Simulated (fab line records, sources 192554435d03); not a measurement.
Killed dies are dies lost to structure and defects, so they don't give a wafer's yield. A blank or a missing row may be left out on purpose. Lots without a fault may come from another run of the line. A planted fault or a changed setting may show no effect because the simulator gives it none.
fab line records | flow n5_finfet
record lots=9 wafers=27 last_day=18
route steps=1938 shown FIN_SAQP@122 FIN_CUT@163 BEOL_M4@1111 PASSIVATION@1936
lots that met no fault: from a run of the same line without faults
start_h: hours from the record's first day to the start of the lot's first wafer shown | wait_h: hours since the lot's step before | " the same as in the row above | L1.1+2: a row that stands for several wafers | - no value, or no start given | * or withheld: withheld | < > ~ a bound
route shown NAME@n: a module of which the file shows steps, and the number in the route of the first | usual: mean/standard deviation of fault-free wafers | same: alike in all rows | chamber/n: place in a boat | sites: the reading at each site | _std_site: their standard deviation | _edge_site: outer sites' mean less inner sites' | radius_mm: how far each site lies from the wafer's centre | mask NAME#n: copy n | behind: the tool/chamber that last shaped the wafer | hold: why the lot was held/for how many hours/how that ended | device: the transistor (n, p or np) that didn't switch | end of line: the same wafers' tests at the end of the route | a step without rows: its recipe alone | killed: dies lost to structure and defects at the first sort, not the wafer's yield | map: a wafer's dies, x killed, . not, _ none there
set.NAME: the setting as run; set.NAME@STEP: as run at that earlier step | model.NAME: the simulator's own value behind a step, which no gauge read
steps of the route over a sample of lots; a table a step, a row a wafer
services: from which hour (start_h, from the record's first day; less than 0 if before it) a tool's chamber was out of use, for how many hours, and why
## steps
# step N5_FIN_SAQP_STRIP_23
# recipe chemistry=SPM time_s=750 temp_c=130 h2so4_h2o2_vol_ratio=4
# same time_s=750
# columns lot.wafer tool chamber start_h wait_h
L474.1+2+4 wet_bench-03 7,2,4 34.46 -
L479.2+4+5 wet_bench-03 3,1,7 64.04 -
L480.1+2+4 wet_bench-02 2,7,1 70.38 -
L484.2+5+6 wet_bench-06 5,4,6 94.82 -
L486.1+2+4 wet_bench-02 1,7,4 106.34 -
L490.1+2+3 wet_bench-03 3,1,4 130.03 -
L491.2+3+4 wet_bench-02 0,2,7 137.39 -
L492.2+3+4 wet_bench-06 2,5,3 141.77 -
L494.1+2+4 wet_bench-03 0,5,2 154.36 -
# step N5_FIN_SAQP_MANDREL_ETCH_58
# recipe chemistry=HBr/Cl2 target=a-Si target_depth_a=450 bt_time_s=10 stop_on=SiNx mask_material=SiO2 over_etch_frac=0.8 time_s=27 pressure_mtorr=10 icp_w=800 bias_w=75 HBr_flow_sccm=150 Cl2_flow_sccm=80 ends=end_point
# usual drypump_motor_current_A=5.74/0.22 oes_product_au=0.698/0.013 throttle_valve_pct=35.62/0.28
# columns lot.wafer tool chamber start_h wait_h drypump_motor_current_A oes_product_au rf_hours_counter_h throttle_valve_pct
L474.1 rie_si-05 0 37.09 0.0 5.57 0.681 116 35.77
L474.2 " 2 " " 5.88 0.696 174 35.46
L474.4 " 3 " " 5.76 0.698 68 35.75
L479.2 rie_si-05 1 65.89 0.0 5.65 0.701 4 35.12
L479.4 " 0 " " 5.57 0.700 116 35.77
L479.5 " 1 " " 5.67 0.700 - 35.11
L480.1 rie_si-03 2 72.22 0.0 6.13 0.716 110 35.77
L480.2 " 1 " " 5.60 0.677 131 35.75
L480.4 " 0 " " 5.82 0.695 97 35.69
L484.2 rie_si-03 2 97.43 0.0 6.12 0.719 111 35.80
L484.5 " 0 " " 5.83 0.698 - 35.68
L484.6 " 1 " " 5.61 0.680 - 35.76
L486.1 rie_si-05 3 108.09 0.0 5.77 0.689 69 35.76
L486.2 " 1 " " 5.65 0.685 5 35.13
L486.4 " 2 " " 5.89 0.704 - 35.46
L490.1 rie_si-03 3 132.30 0.0 5.77 0.703 0 35.75
L490.2 " 1 " " 5.60 0.675 132 35.76
L490.3 " 2 " " 6.14 0.714 112 35.80
L491.2 rie_si-05 2 139.92 0.0 5.90 0.701 176 35.44
L491.3 " 3 " " 5.75 0.701 70 35.74
L491.4 " 0 " " 5.52 0.695 117 35.75
L492.2 rie_si-03 3 143.76 0.0 5.74 0.700 1 35.75
L492.3 " 0 " " 5.82 0.680 98 35.72
L492.4 " 1 " " 5.59 0.683 133 35.74
L494.1 rie_si-06 0 156.64 0.0 5.39 0.690 19 35.41
L494.2 " 1 " " 5.45 0.679 53 36.53
L494.4 " 3 " " 5.72 0.690 90 35.78
# step N5_FIN_SAQP_OCD_MEAS_76
# usual trench_depth_nm=120.1/1.5
# columns lot.wafer tool chamber start_h wait_h trench_depth_nm
L474.1 ocd-01 - 39.00 0.0 121.3
L474.2 " - " " 121.4
L474.4 " - " " 120.7
L479.2 ocd-01 - 68.21 0.0 120.2
L479.4 " - " " 118.9
L479.5 " - " " 120.1
L480.1 ocd-01 - 74.12 0.0 121.0
L480.2 " - " " 119.6
L480.4 " - " " 118.5
L484.2 ocd-02 - 99.58 0.0 120.7
L484.5 " - " " 119.6
L484.6 " - " " 120.1
L486.1 ocd-02 - 110.09 0.0 121.5
L486.2 " - " " 120.4
L486.4 " - " " 121.0
L490.1 ocd-02 - 134.59 0.0 119.7
L490.2 " - " " 119.7
L490.3 " - " " 122.2
L491.2 ocd-02 - 142.07 0.0 120.0
L491.3 " - " " 120.5
L491.4 " - " " 122.2
L492.2 ocd-02 - 145.67 0.0 117.0
L492.3 " - " " 118.2
L492.4 " - " " 121.0
L494.1 ocd-01 - 158.76 0.0 121.3
L494.2 " - " " 118.5
L494.4 " - " " 120.6
# step N5_FIN_SAQP_INSPECT_40
# recipe inspect_instrument=brightfield mode=aei
# usual raw_defect_count=225/68
# columns lot.wafer tool chamber start_h wait_h raw_defect_count
L474.1 defect_inspect-01 - 39.03 0.0 117
L474.2 " - " " 204
L474.4 " - " " 210
L479.2 defect_inspect-01 - 68.24 0.0 188
L479.4 " - " " 141
L479.5 " - " " 586
L480.1 defect_inspect-01 - 74.15 0.0 180
L480.2 " - " " 139
L480.4 " - " " 268
L484.2 defect_inspect-01 - 99.61 0.0 176
L484.5 " - " " 185
L484.6 " - " " 182
L486.1 defect_inspect-02 - 110.12 0.0 235
L486.2 " - " " 247
L486.4 " - " " 247
L490.1 defect_inspect-01 - 134.62 0.0 189
L490.2 " - " " 197
L490.3 " - " " 218
L491.2 defect_inspect-02 - 142.10 0.0 196
L491.3 " - " " 227
L491.4 " - " " 266
L492.2 defect_inspect-02 - 145.70 0.0 161
L492.3 " - " " 169
L492.4 " - " " 180
L494.1 defect_inspect-02 - 158.79 0.0 389
L494.2 " - " " 351
L494.4 " - " " 262
# step N5_FIN_CUT_CD_MEAS_08
# recipe target_cd_nm=29.1 landing_energy_ev=500 detector=se_inlens polarity=opening
# usual cd_nm=29.10/0.24
# columns lot.wafer tool chamber start_h wait_h cd_nm
L474.1 cd_sem-01 0 39.33 - 29.26
L474.2 " 0 " " 29.38
L474.4 " 0 " " 29.30
L479.2 cd_sem-03 0 68.54 - 28.94
L479.4 " 0 " " 28.96
L479.5 " 0 " " 28.69
L480.1 cd_sem-01 0 74.46 - 28.84
L480.2 " 0 " " 29.32
L480.4 " 0 " " 29.36
L484.2 cd_sem-01 0 99.92 - 29.20
L484.5 " 0 " " 28.99
L484.6 " 0 " " 29.37
L486.1 cd_sem-01 0 110.42 - 29.00
L486.2 " 0 " " 28.98
L486.4 " 0 " " 29.10
L490.1 cd_sem-03 0 135.05 - 29.29
L490.2 " 0 " " 28.94
L490.3 " 0 " " 29.13
L491.2 cd_sem-03 0 142.53 - 29.51
L491.3 " 0 " " 28.88
L491.4 " 0 " " 28.99
L492.2 cd_sem-02 0 146.01 - 29.14
L492.3 " 0 " " 28.94
L492.4 " 0 " " 28.79
L494.1 cd_sem-02 0 159.22 - 29.28
L494.2 " 0 " " 29.02
L494.4 " 0 " " 29.42
# step N5_FIN_CUT_INSPECT_10
# recipe mode=adi inspect_instrument=brightfield
# usual raw_defect_count=42/11
# columns lot.wafer tool chamber start_h wait_h raw_defect_count
L474.1 defect_inspect-01 - 39.42 0.1 25
L474.2 " - " " 37
L474.4 " - " " 48
L479.2 defect_inspect-01 - 68.63 0.0 32
L479.4 " - " " 34
L479.5 " - " " 455
L480.1 defect_inspect-01 - 74.55 0.1 34
L480.2 " - " " 26
L480.4 " - " " 49
L484.2 defect_inspect-02 - 100.00 0.0 39
L484.5 " - " " 35
L484.6 " - " " 30
L486.1 defect_inspect-02 - 110.51 0.1 35
L486.2 " - " " 56
L486.4 " - " " 38
L490.1 defect_inspect-01 - 135.14 0.1 28
L490.2 " - " " 42
L490.3 " - " " 38
L491.2 defect_inspect-02 - 142.62 0.0 41
L491.3 " - " " 48
L491.4 " - " " 36
L492.2 defect_inspect-02 - 146.09 0.0 23
L492.3 " - " " 39
L492.4 " - " " 55
L494.1 defect_inspect-02 - 159.31 0.1 59
L494.2 " - " " 57
L494.4 " - " " 47
# step N5_BEOL_M4_RC_MEAS_101
# usual DIBL_N=35.3/1.8 DIBL_P=35.2/2.2 IOFF_N=0.144/0.029 IOFF_P=0.19/0.031 ION_N=670/12 ION_P=460/7.6 SS_N=71.2/0.62 SS_P=73.0/0.69 VT_N=251/3.4 VT_P=-251.4/2.6
# columns lot.wafer tool chamber start_h wait_h DIBL_N[mV/V] DIBL_P[mV/V] IOFF_N[nA/um] IOFF_P[nA/um] ION_N[uA/um] ION_P[uA/um] SS_N[mV/dec] SS_P[mV/dec] VT_N[mV] VT_P[mV]
L474.1 prober-02 0 210.52 0.0 35.0 35.5 0.112 0.16 661 460 70.7 72.4 258 -253.7
L474.2 " 0 " " 35.8 36.9 0.119 0.17 655 456 71.5 73.4 256 -254.2
L474.4 " 0 " " 33.7 34.3 0.097 0.14 664 455 70.7 71.6 257 -258.8
L479.2 prober-02 0 237.39 0.2 35.3 35.4 0.144 0.20 670 469 71.5 73.3 250 -250.0
L479.4 " 0 " " 33.4 32.8 0.116 0.16 660 461 70.9 72.2 254 -254.0
L479.5 " 0 " " 33.2 33.2 0.124 0.18 668 460 70.3 72.4 249 -250.6
L480.1 prober-02 0 238.17 0.2 31.7 32.1 0.103 0.14 658 455 70.2 72.0 257 -255.7
L480.2 " 0 " " 35.2 36.9 0.156 0.21 673 461 71.4 73.1 251 -253.1
L480.4 " 0 " " 35.5 36.9 0.157 0.20 679 462 71.3 73.4 249 -249.9
L484.2 prober-02 0 265.96 0.2 34.2 32.6 0.123 0.18 656 451 71.4 72.7 254 -250.7
L484.5 " 0 " " 34.5 33.0 0.135 0.18 654 447 71.1 73.1 252 -251.3
L484.6 " 0 " " 33.9 33.0 0.123 0.18 656 451 71.0 72.3 255 -251.9
L486.1 prober-01 0 277.36 0.0 35.1 34.1 0.134 0.17 676 463 71.4 71.9 252 -254.0
L486.2 " 0 " " 37.0 36.3 0.153 0.19 673 455 71.4 73.8 250 -255.1
L486.4 " 0 " " 37.7 36.9 0.171 0.19 674 457 72.1 73.1 247 -252.8
L490.1 prober-01 0 306.10 0.0 36.0 34.9 0.143 0.19 659 456 71.5 72.6 254 -249.3
L490.2 " 0 " " 35.0 34.2 0.130 0.18 673 465 70.1 72.3 251 -252.6
L490.3 " 0 " " 32.7 31.9 0.108 0.16 665 468 70.4 72.3 252 -250.9
L492.2 prober-02 0 309.54 0.2 34.2 33.7 0.142 0.19 685 470 70.9 72.5 250 -249.0
L492.3 " 0 " " 32.6 31.2 0.108 0.16 667 460 71.0 72.6 253 -253.1
L492.4 " 0 " " 33.4 32.4 0.120 0.18 684 474 70.9 72.9 254 -249.8
L491.2 prober-01 0 315.85 0.5 35.2 35.2 0.151 0.20 655 453 72.2 73.2 251 -252.5
L491.3 " 0 " " 36.2 36.5 0.167 0.22 669 463 72.6 73.1 248 -248.8
L491.4 " 0 " " 37.1 38.4 0.194 0.26 677 463 71.3 73.8 246 -247.0
L494.1 prober-01 0 324.31 0.0 35.8 35.3 0.138 0.20 668 456 71.2 73.1 250 -249.3
L494.2 " 0 " " 37.0 37.5 0.159 0.23 661 460 71.6 72.8 250 -248.0
L494.4 " 0 " " 33.9 33.2 0.114 0.16 651 450 70.2 72.4 254 -253.4
# step N5_PASSIVATION_PROBE_49
# usual defect_limited_yield=91.0/1.4 killed_at_M0_to_M3=36/10 killed_at_M4_up=15/5 killed_at_contacts=12/6.1 killed_at_front_end=40/13 killed_at_other=3.8/2.9 killed_dies=106/16 killed_open=68/12 killed_short=35/8.2 sort_bin_5_function=5.2/0.9 sort_bin_6_memory=3.4/0.71 sort_n_pass=1073/17 sort_yield_pct=91.0/1.5
# same gross_dies=1180 killed_at_back_side=0 sort_bin_4_leakage[%]=0 sort_bin_8_speed[%]=0
# columns lot.wafer tool chamber start_h wait_h defect_limited_yield[%] killed_at_M0_to_M3 killed_at_M4_up killed_at_contacts killed_at_front_end killed_at_other killed_dies killed_open killed_short sort_bin_5_function[%] sort_bin_6_memory[%] sort_n_pass sort_yield_pct[%]
L479.2 prober-02 - 363.11 0.1 92.3 29 21 13 25 3 91 68 21 4.2 3.2 1089 92.3
L479.4 prober-02 - 363.21 0.2 89.9 35 25 12 44 3 119 76 41 5.8 3.7 1061 89.9
L479.5 prober-02 - 363.26 0.2 81.7 33 25 15 141 2 216 76 30 11.4 5.0 964 81.7
# killed by level:class
L479.2 MOL_CONTACT_COAG:geometric_particle:open=11 BEOL_M4:geometric_particle:open=11 BEOL_M3:geometric_particle:open=8 BEOL_M2:geometric_particle:open=6 BEOL_M5:geometric_particle:open=5 FIN_SAQP:geometric_particle:open=4 STI_FIN_REVEAL:geometric_particle:open=4 GATE_CUT:geometric_particle:short=4
L479.4 BEOL_M4:geometric_particle:open=15 STI_FIN_REVEAL:geometric_particle:open=12 BEOL_M0_SAQP:geometric_particle:short=12 MOL_CONTACT_COAG:geometric_particle:open=10 BEOL_M0_SAQP:geometric_particle:open=8 FIN_SAQP:geometric_particle:short=6 BEOL_M3:geometric_particle:open=5 FIN_SAQP:geometric_particle:open=4
L479.5 FIN_SAQP:unspecified=110 MOL_CONTACT_COAG:geometric_particle:open=15 BEOL_M1:geometric_particle:open=9 BEOL_M4:geometric_particle:open=9 BEOL_M3:geometric_particle:open=7 FIN_SAQP:geometric_particle:short=6 GATE_CUT:geometric_particle:short=6 BEOL_M0_SAQP:geometric_particle:open=6
## services
# columns tool chamber start_h hours kind
rie_si-05 0 15.89 1.3 repair
rie_si-03 - 26.09 2.8 pm
rie_si-03 0 30.35 5.1 repair
rie_si-05 0 53.87 3.9 repair
rie_si-06 2 72.61 4.5 repair
rie_si-03 3 90.02 - clean
rie_si-03 3 90.02 18.1 scheduled_down
rie_si-03 3 90.02 18.1 vent_cycle
rie_si-06 1 91.38 24.7 repair
rie_si-05 0 105.60 3.3 repair
rie_si-06 3 106.73 3.9 repair
rie_si-03 0 152.81 23.6 repair
## key
first_sign step=N5_FIN_SAQP_INSPECT_40 reading=raw_defect_count direction=up sigmas=5.3 usual=225 struck=586
effect step=N5_FIN_CUT_INSPECT_10 reading=raw_defect_count direction=up sigmas=36 usual=42 struck=455
effect step=N5_PASSIVATION_PROBE_49 reading=killed_at_front_end direction=up sigmas=7.5 usual=40 struck=141
more_kills_born_at N5_FIN_SAQP_STRIP_23@wet_bench-03=110
met_at N5_FIN_SAQP_STRIP_23
struck_lots L479
struck_wafers L479.5
not_acting_at N5_FIN_SAQP_MANDREL_ETCH_58,N5_FIN_SAQP_OCD_MEAS_76,N5_FIN_CUT_CD_MEAS_08
onset_between 34.46 64.04
fault kind=chamber_particle_source tool=wet_bench-03 chamber=7 onset_h=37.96 steps=N5_FIN_SAQP_STRIP_23 rate_per_visit_cm2=0.6449 end_h=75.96
